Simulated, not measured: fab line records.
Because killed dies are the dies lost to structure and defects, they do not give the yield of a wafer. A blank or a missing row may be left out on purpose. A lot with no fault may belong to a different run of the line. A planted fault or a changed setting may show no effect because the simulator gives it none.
Matching of chambers	flow n5_finfet	N5_BEOL_M5_DESCUM_33 on rie_diel-01 has 4 sister chambers
The step chemistry O2, time 7 s. 16 wafers are shown with their chamber, then 8 later ones without.

== WAFERS, EACH WITH ITS CHAMBER ==
wafer	chamber	showerhead_plenum_p_Torr (Torr)	drypump_motor_current_A (A)	oes_product_au (a.u.)
L079.4	1	2.20	5.5	0.72
L079.5	0	2.11	5.7	0.88
L079.6	2	1.95	5.4	0.72
L081.1	1	2.19	5.5	0.73
L081.2	3	1.98	6.0	0.66
L081.6	1	2.19	5.5	0.73
L083.4	1	2.19	5.5	0.72
L083.5	2	1.95	5.4	0.71
L083.6	0	2.11	5.7	0.85
L088.1	1	2.19	5.5	0.70
L088.2	0	2.11	5.6	0.83
L088.4	2	1.95	5.4	0.71
L090.1	1	2.19	5.5	0.70
L090.4	2	1.95	5.5	0.71
L090.5	0	2.11	5.7	0.84
L091.2	1	2.18	5.5	0.70

SIGNATURES (means of the wafers above)
reading	chamber 0	chamber 1	chamber 2	chamber 3	scatter within a chamber
showerhead_plenum_p_Torr	2.1100	2.1900	1.9500	1.9800	0.00408
drypump_motor_current_A	5.675	5.500	5.425	6.000	0.0354
oes_product_au	0.8500	0.7143	0.7125	0.6600	0.0149
Rule: a wafer lies at a distance from a chamber equal to the root of the sum of squares, over the readings, of (its reading less the chamber's mean, divided by the reading's scatter). The wafer belongs to the nearest chamber; if the next one is less than 2 further off, it can't be placed. The scatter is the square root of a quotient: the sum, over the shown wafers, of each reading's squared deviation from its chamber's mean, divided by wafers minus chambers.

== WAFERS WITH NO CHAMBER GIVEN ==
wafer	showerhead_plenum_p_Torr (Torr)	drypump_motor_current_A (A)	oes_product_au (a.u.)
L091.3	1.95	5.4	0.70
L091.5	1.95	5.4	0.70
L094.2	1.94	5.4	0.70
L094.4	2.24	6.0	0.98
L094.5	2.24	6.0	0.99
L097.2	2.10	5.6	0.80
L097.4	2.20	5.4	1.04
L097.6	2.20	5.4	1.04

== EACH ONE'S CHAMBER ==
wafer	from the rows above	in truth
L091.3	2	2
L091.5	2	2
L094.2	2	2
L094.4	1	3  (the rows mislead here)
L094.5	1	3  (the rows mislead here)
L097.2	0	0
L097.4	1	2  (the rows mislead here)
L097.6	1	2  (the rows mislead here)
Correctly placed: 4 of 8. Not placeable from these rows: 0. Placed wrongly: 4.
